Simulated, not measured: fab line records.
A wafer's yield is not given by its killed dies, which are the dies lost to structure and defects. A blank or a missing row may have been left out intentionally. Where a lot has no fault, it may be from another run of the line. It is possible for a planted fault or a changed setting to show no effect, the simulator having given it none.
Which tool was responsible? || flow n5 finfet || 72 wafers from 24 lots sampled at 5 of the route's 1938 steps

## WHAT THE GAUGES READ, wafer by wafer
N5_BEOL_M15_CD_MEAS_10 targets a cd of 360 nm. Usual: cd nm reads 359.7 nm (standard deviation 1.7).
{"lot": "L074", "measured": "day 11 14:28", "on": "cd sem-02", "cd nm (nm)": "361.4 360.5 361.4", "flag": ""}
{"lot": "L075", "measured": "day 11 19:58", "on": "cd sem-01", "cd nm (nm)": "360.2 362.2 362.0", "flag": ""}
{"lot": "L076", "measured": "day 11 20:38", "on": "cd sem-02", "cd nm (nm)": "359.3 358.1 359.1", "flag": ""}
{"lot": "L077", "measured": "day 11 22:32", "on": "cd sem-01", "cd nm (nm)": "359.5 357.8 358.6", "flag": ""}
{"lot": "L078", "measured": "day 12 23:56", "on": "cd sem-02", "cd nm (nm)": "360.3 361.2 358.8", "flag": ""}
{"lot": "L079", "measured": "day 13 00:10", "on": "cd sem-02", "cd nm (nm)": "358.9 358.6 359.2", "flag": ""}
{"lot": "L081", "measured": "day 13 03:32", "on": "cd sem-02", "cd nm (nm)": "360.5 359.2 362.2", "flag": ""}
{"lot": "L082", "measured": "day 13 14:28", "on": "cd sem-01", "cd nm (nm)": "358.9 356.9 357.8", "flag": ""}
{"lot": "L080", "measured": "day 13 22:11", "on": "cd sem-03", "cd nm (nm)": "359.1 362.4 359.2", "flag": ""}
{"lot": "L083", "measured": "day 14 02:13", "on": "cd sem-01", "cd nm (nm)": "359.9 359.3 359.8", "flag": ""}
{"lot": "L086", "measured": "day 14 04:26", "on": "cd sem-01", "cd nm (nm)": "360.4 359.4 356.2", "flag": ""}
{"lot": "L085", "measured": "day 14 10:03", "on": "cd sem-01", "cd nm (nm)": "362.8 363.2 360.8", "flag": ""}
{"lot": "L084", "measured": "day 14 11:01", "on": "cd sem-01", "cd nm (nm)": "361.3 362.0 363.5", "flag": ""}
{"lot": "L087", "measured": "day 14 19:54", "on": "cd sem-01", "cd nm (nm)": "358.4 360.1 359.1", "flag": ""}
{"lot": "L088", "measured": "day 14 22:02", "on": "cd sem-03", "cd nm (nm)": "358.7 360.0 360.9", "flag": ""}
{"lot": "L089", "measured": "day 15 07:28", "on": "cd sem-01", "cd nm (nm)": "358.3 363.6 361.9", "flag": ""}
{"lot": "L090", "measured": "day 15 09:53", "on": "cd sem-02", "cd nm (nm)": "357.9 357.9 359.0", "flag": ""}
{"lot": "L092", "measured": "day 15 14:53", "on": "cd sem-01", "cd nm (nm)": "359.9 358.1 359.1", "flag": ""}
{"lot": "L091", "measured": "day 15 22:43", "on": "cd sem-02", "cd nm (nm)": "359.3 357.7 358.3", "flag": ""}
{"lot": "L093", "measured": "day 16 03:47", "on": "cd sem-03", "cd nm (nm)": "359.5 360.2 361.0", "flag": ""}
{"lot": "L094", "measured": "day 16 12:09", "on": "cd sem-02", "cd nm (nm)": "360.6 361.0 360.5", "flag": ""}
{"lot": "L095", "measured": "day 16 14:34", "on": "cd sem-01", "cd nm (nm)": "360.2 356.9 361.2", "flag": ""}
{"lot": "L096", "measured": "day 17 03:28", "on": "cd sem-03", "cd nm (nm)": "360.7 361.0 359.5", "flag": ""}
{"lot": "L097", "measured": "day 18 04:01", "on": "cd sem-03", "cd nm (nm)": "355.3 359.5 357.0", "flag": ""}

N5_BEOL_M15_CD_MEAS_17 targets a cd of 360 nm. Usual: cd nm reads 360.3 nm (standard deviation 2.2).
{"lot": "L074", "measured": "day 11 15:04", "on": "cd sem-02", "cd nm (nm)": "364.1 361.7 360.8", "flag": ""}
{"lot": "L075", "measured": "day 11 20:33", "on": "cd sem-01", "cd nm (nm)": "359.6 363.8 361.8", "flag": ""}
{"lot": "L076", "measured": "day 11 21:13", "on": "cd sem-01", "cd nm (nm)": "360.9 360.5 359.2", "flag": ""}
{"lot": "L077", "measured": "day 11 23:12", "on": "cd sem-01", "cd nm (nm)": "358.4 358.5 357.8", "flag": ""}
{"lot": "L078", "measured": "day 13 00:31", "on": "cd sem-02", "cd nm (nm)": "360.7 361.3 358.0", "flag": ""}
{"lot": "L079", "measured": "day 13 00:46", "on": "cd sem-03", "cd nm (nm)": "360.1 359.3 359.2", "flag": ""}
{"lot": "L081", "measured": "day 13 04:38", "on": "cd sem-02", "cd nm (nm)": "360.5 358.5 361.6", "flag": ""}
{"lot": "L082", "measured": "day 13 15:03", "on": "cd sem-03", "cd nm (nm)": "361.1 356.9 357.7", "flag": ""}
{"lot": "L080", "measured": "day 13 22:46", "on": "cd sem-01", "cd nm (nm)": "357.7 361.5 361.1", "flag": ""}
{"lot": "L083", "measured": "day 14 02:48", "on": "cd sem-01", "cd nm (nm)": "361.6 359.9 359.9", "flag": ""}
{"lot": "L086", "measured": "day 14 05:01", "on": "cd sem-01", "cd nm (nm)": "361.8 360.5 357.5", "flag": ""}
{"lot": "L085", "measured": "day 14 10:38", "on": "cd sem-01", "cd nm (nm)": "360.5 364.6 359.7", "flag": ""}
{"lot": "L084", "measured": "day 14 11:43", "on": "cd sem-03", "cd nm (nm)": "361.5 364.8 364.8", "flag": ""}
{"lot": "L087", "measured": "day 14 20:29", "on": "cd sem-03", "cd nm (nm)": "359.0 361.4 358.8", "flag": ""}
{"lot": "L088", "measured": "day 14 22:42", "on": "cd sem-03", "cd nm (nm)": "359.8 360.5 361.0", "flag": ""}
{"lot": "L089", "measured": "day 15 08:28", "on": "cd sem-01", "cd nm (nm)": "359.2 365.1 364.2", "flag": ""}
{"lot": "L090", "measured": "day 15 11:21", "on": "cd sem-03", "cd nm (nm)": "357.8 358.7 359.1", "flag": ""}
{"lot": "L092", "measured": "day 15 15:29", "on": "cd sem-01", "cd nm (nm)": "363.2 357.5 361.8", "flag": ""}
{"lot": "L091", "measured": "day 15 23:19", "on": "cd sem-02", "cd nm (nm)": "360.5 358.4 359.3", "flag": ""}
{"lot": "L093", "measured": "day 16 04:22", "on": "cd sem-03", "cd nm (nm)": "361.0 362.2 363.8", "flag": ""}
{"lot": "L094", "measured": "day 16 12:44", "on": "cd sem-02", "cd nm (nm)": "363.1 362.1 362.6", "flag": ""}
{"lot": "L095", "measured": "day 16 15:10", "on": "cd sem-03", "cd nm (nm)": "360.1 357.7 362.4", "flag": ""}
{"lot": "L096", "measured": "day 17 04:02", "on": "cd sem-03", "cd nm (nm)": "360.7 359.8 356.9", "flag": ""}
{"lot": "L097", "measured": "day 18 04:46", "on": "cd sem-01", "cd nm (nm)": "354.8 358.1 357.2", "flag": ""}

## TOOL THAT RAN EACH LOT (tool first, then ch and the chambers of the sampled wafers, then the start)
{"lot": "L074", "N5_BEOL_M14_DEGAS_41": "pvd sputter-02, day 11 12:28", "N5_BEOL_M14_ANNEAL_48": "rtp anneal-01 ch 0, day 11 13:04", "N5_BEOL_M15_ILD_DEP_00": "pecvd-02 ch 1,2, day 11 13:48"}
{"lot": "L075", "N5_BEOL_M14_DEGAS_41": "pvd sputter-02, day 11 17:55", "N5_BEOL_M14_ANNEAL_48": "rtp anneal-01 ch 0, day 11 18:37", "N5_BEOL_M15_ILD_DEP_00": "pecvd-02 ch 0,1, day 11 19:25"}
{"lot": "L076", "N5_BEOL_M14_DEGAS_41": "pvd sputter-02, day 11 18:17", "N5_BEOL_M14_ANNEAL_48": "rtp anneal-02 ch 0, day 11 19:04", "N5_BEOL_M15_ILD_DEP_00": "pecvd-03 ch 1, day 11 19:50"}
{"lot": "L077", "N5_BEOL_M14_DEGAS_41": "pvd sputter-02, day 11 20:31", "N5_BEOL_M14_ANNEAL_48": "rtp anneal-01 ch 0, day 11 21:07", "N5_BEOL_M15_ILD_DEP_00": "pecvd-02 ch 0,1,2, day 11 21:52"}
{"lot": "L078", "N5_BEOL_M14_DEGAS_41": "pvd sputter-02, day 12 21:55", "N5_BEOL_M14_ANNEAL_48": "rtp anneal-02 ch 0, day 12 22:35", "N5_BEOL_M15_ILD_DEP_00": "pecvd-04 ch 0,1,2, day 12 23:23"}
{"lot": "L079", "N5_BEOL_M14_DEGAS_41": "pvd sputter-01, day 12 21:58", "N5_BEOL_M14_ANNEAL_48": "rtp anneal-01 ch 0, day 12 22:44", "N5_BEOL_M15_ILD_DEP_00": "pecvd-03 ch 0,1,2, day 12 23:29"}
{"lot": "L081", "N5_BEOL_M14_DEGAS_41": "pvd sputter-01, day 13 01:26", "N5_BEOL_M14_ANNEAL_48": "rtp anneal-02 ch 0, day 13 02:10", "N5_BEOL_M15_ILD_DEP_00": "pecvd-04 ch 0,1,2, day 13 02:52"}
{"lot": "L082", "N5_BEOL_M14_DEGAS_41": "pvd sputter-03, day 13 12:20", "N5_BEOL_M14_ANNEAL_48": "rtp anneal-02 ch 0, day 13 13:01", "N5_BEOL_M15_ILD_DEP_00": "pecvd-04 ch 0,1,2, day 13 13:55"}
{"lot": "L080", "N5_BEOL_M14_DEGAS_41": "pvd sputter-01, day 13 20:18", "N5_BEOL_M14_ANNEAL_48": "rtp anneal-01 ch 0, day 13 20:59", "N5_BEOL_M15_ILD_DEP_00": "pecvd-04 ch 0,1,2, day 13 21:44"}
{"lot": "L083", "N5_BEOL_M14_DEGAS_41": "pvd sputter-02, day 14 00:19", "N5_BEOL_M14_ANNEAL_48": "rtp anneal-01 ch 0, day 14 00:51", "N5_BEOL_M15_ILD_DEP_00": "pecvd-02 ch 0,2, day 14 01:38"}
{"lot": "L086", "N5_BEOL_M14_DEGAS_41": "pvd sputter-03, day 14 02:32", "N5_BEOL_M14_ANNEAL_48": "rtp anneal-01 ch 0, day 14 03:06", "N5_BEOL_M15_ILD_DEP_00": "pecvd-04 ch 0,1, day 14 03:53"}
{"lot": "L085", "N5_BEOL_M14_DEGAS_41": "pvd sputter-02, day 14 08:10", "N5_BEOL_M14_ANNEAL_48": "rtp anneal-01 ch 0, day 14 08:46", "N5_BEOL_M15_ILD_DEP_00": "pecvd-02 ch 0,1, day 14 09:30"}
{"lot": "L084", "N5_BEOL_M14_DEGAS_41": "pvd sputter-02, day 14 09:01", "N5_BEOL_M14_ANNEAL_48": "rtp anneal-01 ch 0, day 14 09:38", "N5_BEOL_M15_ILD_DEP_00": "pecvd-02 ch 0,1,2, day 14 10:20"}
{"lot": "L087", "N5_BEOL_M14_DEGAS_41": "pvd sputter-02, day 14 17:55", "N5_BEOL_M14_ANNEAL_48": "rtp anneal-01 ch 0, day 14 18:34", "N5_BEOL_M15_ILD_DEP_00": "pecvd-03 ch 0,1,2, day 14 19:20"}
{"lot": "L088", "N5_BEOL_M14_DEGAS_41": "pvd sputter-03, day 14 20:02", "N5_BEOL_M14_ANNEAL_48": "rtp anneal-01 ch 0, day 14 20:38", "N5_BEOL_M15_ILD_DEP_00": "pecvd-02 ch 1,2, day 14 21:22"}
{"lot": "L089", "N5_BEOL_M14_DEGAS_41": "pvd sputter-01, day 15 05:27", "N5_BEOL_M14_ANNEAL_48": "rtp anneal-02 ch 0, day 15 06:00", "N5_BEOL_M15_ILD_DEP_00": "pecvd-02 ch 0,1,2, day 15 06:47"}
{"lot": "L090", "N5_BEOL_M14_DEGAS_41": "pvd sputter-02, day 15 07:37", "N5_BEOL_M14_ANNEAL_48": "rtp anneal-02 ch 0, day 15 08:16", "N5_BEOL_M15_ILD_DEP_00": "pecvd-02 ch 0,1,2, day 15 09:19"}
{"lot": "L092", "N5_BEOL_M14_DEGAS_41": "pvd sputter-01, day 15 12:41", "N5_BEOL_M14_ANNEAL_48": "rtp anneal-02 ch 0, day 15 13:22", "N5_BEOL_M15_ILD_DEP_00": "pecvd-04 ch 0,2, day 15 14:13"}
{"lot": "L091", "N5_BEOL_M14_DEGAS_41": "pvd sputter-02, day 15 20:37", "N5_BEOL_M14_ANNEAL_48": "rtp anneal-01 ch 0, day 15 21:09", "N5_BEOL_M15_ILD_DEP_00": "pecvd-04 ch 0,2, day 15 21:56"}
{"lot": "L093", "N5_BEOL_M14_DEGAS_41": "pvd sputter-03, day 16 01:54", "N5_BEOL_M14_ANNEAL_48": "rtp anneal-02 ch 0, day 16 02:27", "N5_BEOL_M15_ILD_DEP_00": "pecvd-03 ch 0,1,2, day 16 03:14"}
{"lot": "L094", "N5_BEOL_M14_DEGAS_41": "pvd sputter-03, day 16 09:49", "N5_BEOL_M14_ANNEAL_48": "rtp anneal-01 ch 0, day 16 10:39", "N5_BEOL_M15_ILD_DEP_00": "pecvd-04 ch 0,2, day 16 11:28"}
{"lot": "L095", "N5_BEOL_M14_DEGAS_41": "pvd sputter-01, day 16 12:31", "N5_BEOL_M14_ANNEAL_48": "rtp anneal-02 ch 0, day 16 13:07", "N5_BEOL_M15_ILD_DEP_00": "pecvd-03 ch 0,2, day 16 13:53"}
{"lot": "L096", "N5_BEOL_M14_DEGAS_41": "pvd sputter-03, day 17 01:17", "N5_BEOL_M14_ANNEAL_48": "rtp anneal-02 ch 0, day 17 01:58", "N5_BEOL_M15_ILD_DEP_00": "pecvd-03 ch 0,2, day 17 02:47"}
{"lot": "L097", "N5_BEOL_M14_DEGAS_41": "pvd sputter-01, day 18 01:49", "N5_BEOL_M14_ANNEAL_48": "rtp anneal-02 ch 0, day 18 02:22", "N5_BEOL_M15_ILD_DEP_00": "pecvd-03 ch 1,2, day 18 03:20"}
- N5_BEOL_M14_DEGAS_41: time 60 s.
- N5_BEOL_M14_ANNEAL_48: time 90 s.
- N5_BEOL_M15_ILD_DEP_00: deposits SiO2 from TEOS/O2, target thk 1629.3 nm, time 346.1 s.

## AS READ BY THE TOOLS THEMSELVES (means over the sampled wafers that have a number; for cases with no such wafer, the mark the record gives instead)
N5_BEOL_M14_DEGAS_41. Usual: heater power w reads 464 W (standard deviation 61).
{"lot": "L074", "tool": "pvd sputter-02", "heater power w (W)": 510, "flag": ""}
{"lot": "L075", "tool": "pvd sputter-02", "heater power w (W)": 468, "flag": ""}
{"lot": "L076", "tool": "pvd sputter-02", "heater power w (W)": 504, "flag": ""}
{"lot": "L077", "tool": "pvd sputter-02", "heater power w (W)": 473, "flag": ""}
{"lot": "L078", "tool": "pvd sputter-02", "heater power w (W)": 506, "flag": ""}
{"lot": "L079", "tool": "pvd sputter-01", "heater power w (W)": 429, "flag": ""}
{"lot": "L081", "tool": "pvd sputter-01", "heater power w (W)": 407, "flag": ""}
{"lot": "L082", "tool": "pvd sputter-03", "heater power w (W)": 494, "flag": ""}
{"lot": "L080", "tool": "pvd sputter-01", "heater power w (W)": 406, "flag": ""}
{"lot": "L083", "tool": "pvd sputter-02", "heater power w (W)": 460, "flag": ""}
{"lot": "L086", "tool": "pvd sputter-03", "heater power w (W)": 490, "flag": ""}
{"lot": "L085", "tool": "pvd sputter-02", "heater power w (W)": 456, "flag": ""}
{"lot": "L084", "tool": "pvd sputter-02", "heater power w (W)": 432, "flag": ""}
{"lot": "L087", "tool": "pvd sputter-02", "heater power w (W)": 510, "flag": ""}
{"lot": "L088", "tool": "pvd sputter-03", "heater power w (W)": 558, "flag": ""}
{"lot": "L089", "tool": "pvd sputter-01", "heater power w (W)": 409, "flag": ""}
{"lot": "L090", "tool": "pvd sputter-02", "heater power w (W)": 512, "flag": ""}
{"lot": "L092", "tool": "pvd sputter-01", "heater power w (W)": 420, "flag": ""}
{"lot": "L091", "tool": "pvd sputter-02", "heater power w (W)": 510, "flag": ""}
{"lot": "L093", "tool": "pvd sputter-03", "heater power w (W)": 499, "flag": ""}
{"lot": "L094", "tool": "pvd sputter-03", "heater power w (W)": 529, "flag": ""}
{"lot": "L095", "tool": "pvd sputter-01", "heater power w (W)": 387, "flag": ""}
{"lot": "L096", "tool": "pvd sputter-03", "heater power w (W)": 492, "flag": ""}
{"lot": "L097", "tool": "pvd sputter-01", "heater power w (W)": 426, "flag": ""}

N5_BEOL_M14_ANNEAL_48. Usual: wafer_temp_C_max reads 225.74 (standard deviation 0.23).
{"lot": "L074", "tool": "rtp anneal-01", "wafer_temp_C_max": 225.43, "flag": ""}
{"lot": "L075", "tool": "rtp anneal-01", "wafer_temp_C_max": 225.67, "flag": ""}
{"lot": "L076", "tool": "rtp anneal-02", "wafer_temp_C_max": 225.84, "flag": ""}
{"lot": "L077", "tool": "rtp anneal-01", "wafer_temp_C_max": 225.77, "flag": ""}
{"lot": "L078", "tool": "rtp anneal-02", "wafer_temp_C_max": 225.88, "flag": ""}
{"lot": "L079", "tool": "rtp anneal-01", "wafer_temp_C_max": 225.54, "flag": ""}
{"lot": "L081", "tool": "rtp anneal-02", "wafer_temp_C_max": 225.76, "flag": ""}
{"lot": "L082", "tool": "rtp anneal-02", "wafer_temp_C_max": 225.91, "flag": ""}
{"lot": "L080", "tool": "rtp anneal-01", "wafer_temp_C_max": 225.83, "flag": ""}
{"lot": "L083", "tool": "rtp anneal-01", "wafer_temp_C_max": 225.58, "flag": ""}
{"lot": "L086", "tool": "rtp anneal-01", "wafer_temp_C_max": 226.09, "flag": ""}
{"lot": "L085", "tool": "rtp anneal-01", "wafer_temp_C_max": 225.76, "flag": ""}
{"lot": "L084", "tool": "rtp anneal-01", "wafer_temp_C_max": 225.53, "flag": ""}
{"lot": "L087", "tool": "rtp anneal-01", "wafer_temp_C_max": 225.60, "flag": ""}
{"lot": "L088", "tool": "rtp anneal-01", "wafer_temp_C_max": 225.77, "flag": ""}
{"lot": "L089", "tool": "rtp anneal-02", "wafer_temp_C_max": 225.47, "flag": ""}
{"lot": "L090", "tool": "rtp anneal-02", "wafer_temp_C_max": 225.72, "flag": ""}
{"lot": "L092", "tool": "rtp anneal-02", "wafer_temp_C_max": 225.84, "flag": ""}
{"lot": "L091", "tool": "rtp anneal-01", "wafer_temp_C_max": 225.71, "flag": ""}
{"lot": "L093", "tool": "rtp anneal-02", "wafer_temp_C_max": 225.56, "flag": ""}
{"lot": "L094", "tool": "rtp anneal-01", "wafer_temp_C_max": 225.65, "flag": ""}
{"lot": "L095", "tool": "rtp anneal-02", "wafer_temp_C_max": 226.01, "flag": ""}
{"lot": "L096", "tool": "rtp anneal-02", "wafer_temp_C_max": 225.71, "flag": ""}
{"lot": "L097", "tool": "rtp anneal-02", "wafer_temp_C_max": 225.81, "flag": ""}

N5_BEOL_M15_ILD_DEP_00. Usual: heater power w 516 W, standard deviation 77; showerhead plenum p Torr 8.35 Torr, standard deviation 0.032; throttle valve pct 18.8 %, standard deviation 0.98.
{"lot": "L074", "tool": "pecvd-02", "heater power w (W)": 521, "showerhead plenum p Torr (Torr)": 8.35, "throttle valve pct (%)": 18.6, "flag": ""}
{"lot": "L075", "tool": "pecvd-02", "heater power w (W)": 505, "showerhead plenum p Torr (Torr)": 8.36, "throttle valve pct (%)": 20.0, "flag": ""}
{"lot": "L076", "tool": "pecvd-03", "heater power w (W)": 526, "showerhead plenum p Torr (Torr)": 8.42, "throttle valve pct (%)": 18.2, "flag": ""}
{"lot": "L077", "tool": "pecvd-02", "heater power w (W)": 508, "showerhead plenum p Torr (Torr)": 8.37, "throttle valve pct (%)": 19.4, "flag": ""}
{"lot": "L078", "tool": "pecvd-04", "heater power w (W)": 445, "showerhead plenum p Torr (Torr)": 8.32, "throttle valve pct (%)": 18.6, "flag": ""}
{"lot": "L079", "tool": "pecvd-03", "heater power w (W)": 560, "showerhead plenum p Torr (Torr)": 8.38, "throttle valve pct (%)": 18.3, "flag": ""}
{"lot": "L081", "tool": "pecvd-04", "heater power w (W)": 510, "showerhead plenum p Torr (Torr)": 8.32, "throttle valve pct (%)": 18.6, "flag": ""}
{"lot": "L082", "tool": "pecvd-04", "heater power w (W)": 521, "showerhead plenum p Torr (Torr)": 8.32, "throttle valve pct (%)": 18.5, "flag": ""}
{"lot": "L080", "tool": "pecvd-04", "heater power w (W)": 505, "showerhead plenum p Torr (Torr)": 8.32, "throttle valve pct (%)": 18.7, "flag": ""}
{"lot": "L083", "tool": "pecvd-02", "heater power w (W)": 537, "showerhead plenum p Torr (Torr)": 8.35, "throttle valve pct (%)": 19.9, "flag": ""}
{"lot": "L086", "tool": "pecvd-04", "heater power w (W)": 579, "showerhead plenum p Torr (Torr)": 8.32, "throttle valve pct (%)": 18.2, "flag": ""}
{"lot": "L085", "tool": "pecvd-02", "heater power w (W)": 476, "showerhead plenum p Torr (Torr)": 8.38, "throttle valve pct (%)": 19.1, "flag": ""}
{"lot": "L084", "tool": "pecvd-02", "heater power w (W)": 481, "showerhead plenum p Torr (Torr)": 8.35, "throttle valve pct (%)": 19.4, "flag": ""}
{"lot": "L087", "tool": "pecvd-03", "heater power w (W)": 570, "showerhead plenum p Torr (Torr)": 8.36, "throttle valve pct (%)": 18.4, "flag": ""}
{"lot": "L088", "tool": "pecvd-02", "heater power w (W)": 522, "showerhead plenum p Torr (Torr)": 8.34, "throttle valve pct (%)": 18.8, "flag": ""}
{"lot": "L089", "tool": "pecvd-02", "heater power w (W)": 527, "showerhead plenum p Torr (Torr)": 8.36, "throttle valve pct (%)": 19.3, "flag": ""}
{"lot": "L090", "tool": "pecvd-02", "heater power w (W)": 506, "showerhead plenum p Torr (Torr)": 8.34, "throttle valve pct (%)": 19.4, "flag": ""}
{"lot": "L092", "tool": "pecvd-04", "heater power w (W)": 469, "showerhead plenum p Torr (Torr)": 8.31, "throttle valve pct (%)": 19.4, "flag": ""}
{"lot": "L091", "tool": "pecvd-04", "heater power w (W)": 479, "showerhead plenum p Torr (Torr)": 8.31, "throttle valve pct (%)": 19.5, "flag": ""}
{"lot": "L093", "tool": "pecvd-03", "heater power w (W)": 543, "showerhead plenum p Torr (Torr)": 8.37, "throttle valve pct (%)": 18.3, "flag": ""}
{"lot": "L094", "tool": "pecvd-04", "heater power w (W)": 495, "showerhead plenum p Torr (Torr)": 8.32, "throttle valve pct (%)": 18.8, "flag": ""}
{"lot": "L095", "tool": "pecvd-03", "heater power w (W)": 562, "showerhead plenum p Torr (Torr)": 8.34, "throttle valve pct (%)": 18.2, "flag": ""}
{"lot": "L096", "tool": "pecvd-03", "heater power w (W)": 517, "showerhead plenum p Torr (Torr)": 8.34, "throttle valve pct (%)": 18.5, "flag": ""}
{"lot": "L097", "tool": "pecvd-03", "heater power w (W)": 583, "showerhead plenum p Torr (Torr)": 8.36, "throttle valve pct (%)": 17.9, "flag": ""}

## THE ANSWER, worked out from the rows above alone
Rule: lot off if the mean of its wafers having a number is beyond 3 standard deviations from the usual mean. A lot without any number at a reading at which 4 lots or more have one is off too. All remaining lots with rows at the step are treated as sound. After the gauges, taken in route order, come the tools' own readings; for these a lot's mean is taken, as printed above. The first step at which some lot is off is used, and at that step the reading that is off furthest; a lot without a number counts as furthest.
No lot is off at any reading shown: from this, nothing can be told.

## WHAT HAD BEEN PUT IN BY THE SIMULATOR
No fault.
